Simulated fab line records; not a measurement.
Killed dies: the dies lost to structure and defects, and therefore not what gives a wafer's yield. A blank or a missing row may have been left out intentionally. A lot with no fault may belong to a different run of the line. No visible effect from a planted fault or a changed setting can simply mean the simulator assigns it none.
Which tool did it? -- flow n5-finfet -- Sampling: 8 lots, 24 wafers, 6 of 1938 route steps

## WHAT EACH GAUGE READ, for each wafer
N5_MOL_CONTACT_COAG_INSPECT_42: inspects for defects (brightfield). Usual: raw-defect-count at 211, with a standard deviation of 58.
lot,measured,on,raw-defect-count,flag
L236,day 6 12:15,defect-inspect-01,291 238 296,
L242,day 8 00:31,defect-inspect-02,1246 170 1249,OFF
L243,day 8 02:26,defect-inspect-01,298 272 229,
L245,day 8 12:37,defect-inspect-02,193 1304 229,OFF
L249,day 9 14:59,defect-inspect-01,117 143 139,
L233,day 10 04:22,defect-inspect-01,162 178 152,
L254,day 10 22:01,defect-inspect-02,219 216 284,
L253,day 11 01:02,defect-inspect-02,199 173 203,

N5_BEOL_M4_RC_MEAS_101. Usual: DIBL_N 36.1 mV/V, standard deviation 1.6; DIBL_P 35.7 mV/V, standard deviation 1.8; IOFF_N 0.159 nA/um, standard deviation 0.027; IOFF_P 0.21 nA/um, standard deviation 0.03; ION_N 673 uA/um, standard deviation 10; ION_P 462 uA/um, standard deviation 7.4; SS_N 71.4 mV/dec, standard deviation 0.56; SS_P 73.2 mV/dec, standard deviation 0.61; VT_N 249.7 mV, standard deviation 3; VT_P -250 mV, standard deviation 3.1.
lot,measured,on,DIBL_N (mV/V),DIBL_P (mV/V),IOFF_N (nA/um),IOFF_P (nA/um),ION_N (uA/um),ION_P (uA/um),SS_N (mV/dec),SS_P (mV/dec),VT_N (mV),VT_P (mV),flag
L236,day 8 23:52,prober-02,36.4 37.0 36.4,34.9 35.9 35.9,0.162 0.170 0.167,0.20 0.22 0.23,671 678 676,463 467 469,71.4 71.6 71.2,72.7 73.7 73.8,250.1 246.8 247.0,-250 -248 -247,
L242,day 10 17:29,prober-02,35.6 35.1 37.0,36.0 35.4 37.4,0.159 0.149 0.190,0.20 0.19 0.23,684 673 678,463 459 464,71.0 71.8 71.6,73.1 72.8 73.9,247.0 249.9 246.2,-251 -251 -249,
L243,day 10 21:25,prober-01,38.7 37.7 36.6,37.3 36.7 34.5,0.185 0.170 0.151,0.24 0.22 0.19,683 676 654,466 463 450,71.8 71.8 71.3,73.4 74.3 73.6,248.5 249.2 253.6,-250 -248 -251,
L245,day 11 12:26,prober-02,35.3 33.6 34.6,35.3 33.2 35.1,0.144 0.117 0.140,0.19 0.18 0.19,664 641 662,458 453 454,70.8 71.1 71.1,73.9 72.3 74.0,253.9 256.6 250.2,-252 -251 -251,
L249,day 12 17:29,prober-01,35.4 38.7 39.3,35.2 38.5 38.7,0.131 0.195 0.200,0.18 0.23 0.23,675 679 686,462 463 466,70.7 71.5 71.9,72.7 74.0 74.1,249.4 246.7 248.2,-251 -249 -246,
L233,day 13 19:43,prober-02,35.2 34.6 35.8,36.1 35.4 36.3,0.172 0.143 0.170,0.23 0.23 0.24,691 664 680,479 471 468,71.9 71.3 71.6,73.7 73.3 74.1,247.3 251.2 250.4,-247 -246 -246,
L254,day 14 16:55,prober-02,34.9 40.0 37.2,33.0 39.2 35.1,0.124 0.210 0.147,0.19 0.30 0.23,667 684 675,465 473 478,70.6 71.4 70.6,72.9 75.1 73.6,250.1 246.3 249.8,-249 -246 -248,
L253,day 15 05:43,prober-01,35.2 34.7 36.7,34.8 33.7 36.9,0.156 0.139 0.201,0.22 0.20 0.26,662 670 694,460 468 482,71.1 70.9 71.0,73.1 72.1 73.1,247.2 251.6 243.3,-244 -245 -242,

## EACH LOT AND THE TOOL THAT RAN IT (in order: tool; ch and the chambers of the sampled wafers; start)
lot,N5_MOL_CONTACT_COAG_ETCH_89,N5_MOL_CONTACT_COAG_ETCH_90,N5_MOL_CONTACT_COAG_STRIP_119,N5_MOL_CONTACT_COAG_ETCH_65
L236,"rie-diel-01 ch 0,2, day 6 10:43","rie-diel-01 ch 0,2, day 6 10:44","plasma-asher-02 ch 0,1, day 6 11:34","rie-diel-06 ch 0,1,3, day 6 12:19"
L242,"rie-diel-01 ch 0,3, day 7 22:47","rie-diel-01 ch 0,3, day 7 22:48","plasma-asher-01 ch 0,1, day 7 23:53","rie-diel-01 ch 0,2,3, day 8 00:35"
L243,"rie-diel-06 ch 1,2,3, day 8 01:15","rie-diel-06 ch 1,2,3, day 8 01:16","plasma-asher-02 ch 0,1, day 8 01:53","rie-diel-01 ch 1,2,3, day 8 02:30"
L245,"rie-diel-01 ch 0,2,3, day 8 11:26","rie-diel-01 ch 0,2,3, day 8 11:28","plasma-asher-01 ch 1, day 8 12:04","rie-diel-06 ch 0,1, day 8 12:41"
L249,"rie-diel-03 ch 0,1,3, day 9 13:36","rie-diel-03 ch 0,1,3, day 9 13:37","plasma-asher-02 ch 0,1, day 9 14:23","rie-diel-06 ch 0,1,2, day 9 15:02"
L233,"rie-diel-06 ch 0,2, day 10 02:59","rie-diel-06 ch 0,2, day 10 03:00","plasma-asher-02 ch 0,1, day 10 03:46","rie-diel-03 ch 1,2,3, day 10 04:35"
L254,"rie-diel-01 ch 1,3, day 10 20:43","rie-diel-01 ch 1,3, day 10 20:44","plasma-asher-02 ch 0,1, day 10 21:20","rie-diel-01 ch 0,1,3, day 10 22:10"
L253,"rie-diel-01 ch 0,1,3, day 10 23:43","rie-diel-01 ch 0,1,3, day 10 23:44","plasma-asher-01 ch 0,1, day 11 00:22","rie-diel-03 ch 0,1,2, day 11 02:28"
- N5_MOL_CONTACT_COAG_ETCH_89: etches underlayer in N2/H2, target depth 13 nm, time 10.4 s.
- N5_MOL_CONTACT_COAG_ETCH_90: etches SiARC in CF4, target depth 13 nm, time 21.7 s.
- N5_MOL_CONTACT_COAG_STRIP_119: strips in N2/H2, time 30 s.
- N5_MOL_CONTACT_COAG_ETCH_65: etches underlayer in N2/H2, target depth 13 nm, time 10.4 s.

## WHAT THE TOOLS THEMSELVES READ (means of the sampled wafers that have a number; where no wafer has one, the mark that the record gives instead)
N5_MOL_CONTACT_COAG_ETCH_89. Usual: drypump-motor-current-A 5.62 A, standard deviation 0.29; etch-rf-on-time-s 10.52 s, standard deviation 0.24; oes-product-au 0.67 a.u., standard deviation 0.065; rf-vpp-V 525.0 V, standard deviation 2.1; showerhead-plenum-p-Torr 2.58 Torr, standard deviation 0.073; throttle-valve-pct 17.89 %, standard deviation 0.3.
lot,tool,drypump-motor-current-A (A),etch-rf-on-time-s (s),oes-product-au (a.u.),rf-vpp-V (V),showerhead-plenum-p-Torr (Torr),throttle-valve-pct (%),flag
L236,rie-diel-01,5.70,10.56,0.65,527.0,2.66,18.08,
L242,rie-diel-01,5.59,10.51,0.75,524.8,2.56,17.60,
L243,rie-diel-06,5.42,10.47,0.64,526.4,2.61,18.16,
L245,rie-diel-01,5.63,10.58,0.69,525.1,2.61,17.84,
L249,rie-diel-03,5.41,10.46,0.70,524.6,2.56,17.75,
L233,rie-diel-06,5.64,10.16,0.70,523.1,2.53,17.76,
L254,rie-diel-01,5.48,10.43,0.67,525.1,2.59,17.94,
L253,rie-diel-01,5.58,10.38,0.69,525.1,2.61,17.79,

N5_MOL_CONTACT_COAG_ETCH_90. Usual: drypump-motor-current-A 5.61 A, standard deviation 0.29; etch-rf-on-time-s 21.9 s, standard deviation 0.59; oes-product-au 0.67 a.u., standard deviation 0.065; rf-vpp-V 184.4 V, standard deviation 1.1; showerhead-plenum-p-Torr 2.17 Torr, standard deviation 0.053; throttle-valve-pct 15.65 %, standard deviation 0.29.
lot,tool,drypump-motor-current-A (A),etch-rf-on-time-s (s),oes-product-au (a.u.),rf-vpp-V (V),showerhead-plenum-p-Torr (Torr),throttle-valve-pct (%),flag
L236,rie-diel-01,5.70,22.1,0.64,185.1,2.23,15.70,
L242,rie-diel-01,5.58,22.0,0.74,184.7,2.15,15.22,
L243,rie-diel-06,5.42,21.5,0.65,184.6,2.19,15.88,
L245,rie-diel-01,5.62,21.9,0.69,185.3,2.18,15.47,
L249,rie-diel-03,5.40,22.1,0.69,184.1,2.16,15.62,
L233,rie-diel-06,5.62,21.2,0.70,184.7,2.13,15.55,
L254,rie-diel-01,5.49,21.7,0.66,184.0,2.18,15.68,
L253,rie-diel-01,5.57,21.9,0.68,184.4,2.18,15.47,

N5_MOL_CONTACT_COAG_STRIP_119. Usual: drypump-motor-current-A 5.74 A, standard deviation 0.14; heater-power-w 358 W, standard deviation 18.
lot,tool,drypump-motor-current-A (A),heater-power-w (W),flag
L236,plasma-asher-02,5.66,354,
L242,plasma-asher-01,5.73,348,
L243,plasma-asher-02,5.68,358,
L245,plasma-asher-01,5.66,330,
L249,plasma-asher-02,5.76,357,
L233,plasma-asher-02,5.73,357,
L254,plasma-asher-02,5.76,358,
L253,plasma-asher-01,5.74,348,

N5_MOL_CONTACT_COAG_ETCH_65. Usual: drypump-motor-current-A 5.6 A, standard deviation 0.35; etch-rf-on-time-s 10.50 s, standard deviation 0.25; oes-product-au 0.66 a.u., standard deviation 0.061; rf-vpp-V 524.8 V, standard deviation 2; showerhead-plenum-p-Torr 2.57 Torr, standard deviation 0.07; throttle-valve-pct 17.87 %, standard deviation 0.29.
lot,tool,drypump-motor-current-A (A),etch-rf-on-time-s (s),oes-product-au (a.u.),rf-vpp-V (V),showerhead-plenum-p-Torr (Torr),throttle-valve-pct (%),flag
L236,rie-diel-06,5.5,10.26,0.66,525.1,2.58,18.02,
L242,rie-diel-01,5.7,10.53,0.69,525.5,2.61,17.86,
L243,rie-diel-01,5.6,10.57,0.66,525.5,2.59,18.01,
L245,rie-diel-06,5.8,10.43,0.67,523.7,2.51,17.75,
L249,rie-diel-06,5.7,10.25,0.67,523.6,2.54,17.87,
L233,rie-diel-03,5.7,10.69,0.61,524.1,2.53,17.82,
L254,rie-diel-01,5.6,10.30,0.69,524.8,2.61,17.79,
L253,rie-diel-03,5.8,10.74,0.66,525.2,2.53,17.71,

## THE ANSWER, worked out from the rows above alone
Rule: a lot is off if the mean of its wafers that have a number lies more than 3 standard deviations from the usual mean. Also off: a lot with no number at a reading for which 4 or more lots have one. Where the step has rows for the other lots, those lots are counted as sound. The gauges are gone through in route order, then the tools' own readings, and for those a lot's mean is taken as printed above. The first step at which some lot is off is used, and at that step the reading that is off furthest; a lot without a number counts as furthest.
Off: L242, L245 (N5_MOL_CONTACT_COAG_INSPECT_42, raw-defect-count).
If a tool, at a process step before that reading, ran all the lots that are off and no sound lot after the first of them, it fits. The gauges at N5_MOL_CONTACT_COAG_INSPECT_42 are tried like those tools. Not one of the candidates tried fits.

## WHAT THE SIMULATOR HAD INSERTED
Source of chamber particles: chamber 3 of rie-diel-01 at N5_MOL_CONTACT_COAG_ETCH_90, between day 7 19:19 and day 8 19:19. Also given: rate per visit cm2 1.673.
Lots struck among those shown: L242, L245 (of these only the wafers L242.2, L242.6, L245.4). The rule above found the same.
